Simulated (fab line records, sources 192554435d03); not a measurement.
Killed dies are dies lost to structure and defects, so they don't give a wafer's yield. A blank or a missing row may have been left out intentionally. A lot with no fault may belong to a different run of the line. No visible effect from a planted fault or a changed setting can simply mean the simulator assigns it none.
Chamber matching -- flow n5-finfet -- rie-diel-02 running N5_MOL_CONTACT_COAG_ETCH_67: 4 sister chambers
The step etches SOC in N2/H2, target depth 60 nm, overetch 21 nm, time 101.2 s. 20 wafers are shown with their chamber, then 10 later ones without.

== EACH WAFER AND ITS CHAMBER ==
wafer,chamber,drypump-motor-current-A (A),showerhead-plenum-p-Torr (Torr),throttle-valve-pct (%)
L075.1,2,5.8,2.60,17.94
L075.5,0,5.4,2.43,17.86
L075.6,1,4.9,2.50,17.78
L076.1,1,4.9,2.50,17.78
L076.4,0,5.4,2.43,17.87
L076.5,2,5.8,2.60,17.98
L077.1,3,5.4,2.44,18.20
L077.2,0,5.5,2.43,17.85
L077.5,1,4.9,2.50,17.78
L079.2,1,4.9,2.50,17.77
L079.4,2,5.8,2.60,17.98
L079.5,1,4.9,2.50,17.78
L080.4,2,5.8,2.60,17.96
L080.5,0,5.5,2.42,17.89
L080.6,1,4.9,2.49,17.79
L082.1,0,5.4,2.42,17.89
L082.4,1,4.9,2.49,17.82
L082.5,3,5.4,2.43,18.21
L083.2,1,4.9,2.49,17.79
L083.5,3,5.4,2.43,18.22

SIGNATURES, as means of the wafers listed above
reading,chamber 0,chamber 1,chamber 2,chamber 3,scatter within a chamber
drypump-motor-current-A,5.440,4.900,5.800,5.400,0.0274
showerhead-plenum-p-Torr,2.4260,2.4962,2.6000,2.4333,0.00484
throttle-valve-pct,17.8720,17.7862,17.9650,18.2100,0.0161
Rule: for each reading, subtract the chamber's mean from the wafer's reading, divide by that reading's scatter and square the result; add these up over the readings and take the root, which gives the wafer's distance from the chamber. If the next closest chamber is less than 2 further off than the closest, the wafer can't be placed; otherwise it belongs to the closest. The scatter: take each reading less its chamber's mean, square it, sum over the shown wafers, divide by the number of wafers less the number of chambers, and take the root.

== WAFERS WHOSE CHAMBER IS MISSING ==
wafer,drypump-motor-current-A (A),showerhead-plenum-p-Torr (Torr),throttle-valve-pct (%)
L083.6,4.9,2.49,17.79
L090.1,4.9,2.49,17.36
L090.2,5.4,2.43,18.23
L090.5,5.4,2.43,18.23
L091.2,4.9,2.49,17.39
L091.4,5.5,2.42,17.91
L091.6,4.9,2.49,17.39
L095.2,5.5,2.41,17.93
L095.4,5.4,2.42,18.25
L095.5,5.8,2.59,17.55

== CHAMBER TAKEN BY EACH ==
wafer,from the rows above,in truth
L083.6,1,1
L090.1,1,1
L090.2,3,3
L090.5,3,3
L091.2,1,1
L091.4,0,0
L091.6,1,1
L095.2,0,0
L095.4,3,3
L095.5,2,2
Placed correctly: 10 of 10. Can't be placed from these rows: 0. Number placed wrongly: 0.
